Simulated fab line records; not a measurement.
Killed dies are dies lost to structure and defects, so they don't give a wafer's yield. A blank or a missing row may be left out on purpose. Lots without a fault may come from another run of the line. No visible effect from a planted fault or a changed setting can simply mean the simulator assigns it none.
Chamber matching | flow nand harc | NHARC_A_M1_DESCUM_14 on rie diel-09: 4 sister chambers
The step chemistry O2, time 3 s. 4 wafers are shown with their chamber, then 7 later ones without.

## WAFERS WITH THEIR CHAMBER
wafer  | chamber | showerhead plenum p Torr (Torr)
L078.3 | 0       | 1.83
L091.4 | 3       | 1.90
L093.2 | 1       | 1.93
L093.3 | 2       | 1.97

## WAFERS WHOSE CHAMBER IS MISSING
wafer  | showerhead plenum p Torr (Torr)
L093.6 | 1.83
L095.2 | 1.93
L095.3 | 1.97
L095.5 | 1.90
L096.3 | 1.90
L096.5 | 1.93
L096.6 | 1.82

## CHAMBER TAKEN BY EACH
wafer  | from the rows above | in truth
L093.6 | 0                   | 0
L095.2 | 1                   | 1
L095.3 | 2                   | 2
L095.5 | 3                   | 3
L096.3 | 3                   | 3
L096.5 | 1                   | 1
L096.6 | 0                   | 0
7 of 7 placed correctly. Number that these rows cannot place: 0. Placed wrongly: 0.
How it was worked out, from the rows above alone: a wafer's distance from a chamber is the root of the sum, over the readings, of the square of ((its reading less the chamber's mean) divided by the reading's scatter). The wafer belongs to the nearest chamber; if the next one is less than 2 further off, it can't be placed. The mean given for a chamber averages the wafers shown for that chamber. The scatter (one wafer shown for each chamber): square how far every hidden wafer sits from the nearest shown wafer, average those squares and take the square root.
